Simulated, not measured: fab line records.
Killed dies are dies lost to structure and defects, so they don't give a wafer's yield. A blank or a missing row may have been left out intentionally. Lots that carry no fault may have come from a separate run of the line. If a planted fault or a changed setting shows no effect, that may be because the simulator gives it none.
8D (eight disciplines) problem report, filled in by code :: flow n5_finfet :: the parts of the form that need people (team, actions taken, sign-off) are left out
Where a reading is given only as a bound, like >300, the bound stands for it, and a mean or a difference that rests on one is marked > or <: the true number lies beyond.

== 1. WHAT WENT WRONG ==
Wafers without a fault read 70, standard deviation 23; raw_defect_count at N5_BEOL_M11_INSPECT_58 reads a mean of 467 on 6 wafers belonging to 2 lots. That puts it +17 standard deviations away from the usual mean.
The step: inspects for defects (darkfield).
Earliest sighting: wafer L247.4 on defect_inspect-02 at day 15 00:22. Wafers with a number at this step in the record: 33, from 11 lots. Rule for "out" (also "out of limits"): further than 4 standard deviations from the usual mean. The rest of the wafers with a number are treated as sound.

== 2. WHAT IT IS AND WHAT IT IS NOT ==
question: which readings at this step
is: raw_defect_count
is not: -

question: which lots
is: L247, L255
is not: L238, L240, L242, L243, L244, L246, L254, L257, L259

question: which wafers of those lots
is: all that have a number
is not: -

question: read on which gauges
is: defect_inspect-02
is not: defect_inspect-01

question: when
is: from day 15 00:22
is not: up to then (18 sound wafers); but 9 sound wafers of L254, L257, L259 came after

== 3. THE SUSPECTS, EACH WITH WHAT RULES IT OUT ==
Counting: a tool at a process step up to the reading stays a suspect if it ran every lot that is out and no sound lot after the first of them.
- the gauge at N5_BEOL_M11_INSPECT_58 has been ruled out. All the wafers that are out were read on defect_inspect-02, but those of them that N5_PASSIVATION_PROBE_49 has rows for are out there too, on other tools.
- pvd_sputter-03 at N5_BEOL_M11_PRE_CLEAN_45 (time 30 s): kept. Every lot that is out went through it, starting with L247 (day 14 22:46), and after that it ran no sound lot; the last sound lot it ran before then is L242 (day 12 16:02).
- pecvd-02 at N5_BEOL_M11_PRE_CLEAN_55 (time 15 s): kept. Every lot that is out went through it, starting with L247 (day 15 00:16), and after that it ran no sound lot; the last sound lot it ran before then is L244 (day 13 18:07).
- pecvd-02 at N5_BEOL_M11_DEP_56 (deposits SiCN from 3MS/NH3, target thk 30 nm, time 10.5 s): kept. Every lot that is out went through it, starting with L247 (day 15 00:17), and after that it ran no sound lot; the last sound lot it ran before then is L244 (day 13 18:08).
Still standing after the count: pvd_sputter-03 at N5_BEOL_M11_PRE_CLEAN_45, pecvd-02 at N5_BEOL_M11_PRE_CLEAN_55, pecvd-02 at N5_BEOL_M11_DEP_56.

== 4. THE CAUSE (what the simulator had put in) ==
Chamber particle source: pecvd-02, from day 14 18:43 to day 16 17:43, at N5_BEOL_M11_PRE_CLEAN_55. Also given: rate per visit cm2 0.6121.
3 suspects survive the count, and this tool is in that group.

== 5. THE CHAIN OF EFFECTS, in route order ==
Rows list readings where the struck wafers' mean (over those with a number) sits beyond 3 standard deviations from the usual. Readings are gone through only where the record gives a usual standard deviation; hours: the median, over the lots, of the time from a lot's start at the first step in this table giving one to that lot's start at this step; sigmas: the change measured in usual standard deviations.
hours: 0
step: N5_BEOL_M11_INSPECT_58
reading: raw_defect_count
usual: 70
on struck wafers: 467
change: +397
sigmas: +17

hours: 1
step: N5_BEOL_M12_INSPECT_12
reading: raw_defect_count
usual: 2.1
on struck wafers: >300
change: >+298
sigmas: +99 or more

hours: 41
step: N5_PASSIVATION_PROBE_49
reading: defect_limited_yield
usual: 91.0 %
on struck wafers: 83.1
change: -7.9
sigmas: -4.9

hours: 41
step: N5_PASSIVATION_PROBE_49
reading: killed_at_M4_up
usual: 14
on struck wafers: 122
change: +108
sigmas: +21

hours: 41
step: N5_PASSIVATION_PROBE_49
reading: killed_dies
usual: 107
on struck wafers: 199
change: +92
sigmas: +4.9

hours: 41
step: N5_PASSIVATION_PROBE_49
reading: sort_bin_5_function
usual: 5.3 %
on struck wafers: 10.8
change: +5.5
sigmas: +5.5

hours: 41
step: N5_PASSIVATION_PROBE_49
reading: sort_n_pass
usual: 1073
on struck wafers: 981
change: -92
sigmas: -4.9

hours: 41
step: N5_PASSIVATION_PROBE_49
reading: sort_yield_pct
usual: 91.0 %
on struck wafers: 83.1
change: -7.9
sigmas: -4.9
Here are the process steps it includes:
- N5_PASSIVATION_PROBE_49

== 6. HOW IT WOULD HAVE BEEN CAUGHT EARLIER ==
The first out-of-limits reading at a measuring or inspecting step in this record came at day 15 00:22, 6 hours after the fault's start at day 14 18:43.
Among the 2 lots that are out, L255 began N5_BEOL_M11_PRE_CLEAN_55 on pecvd-02 after day 15 00:22. Putting the tool on hold at that point would have spared it.
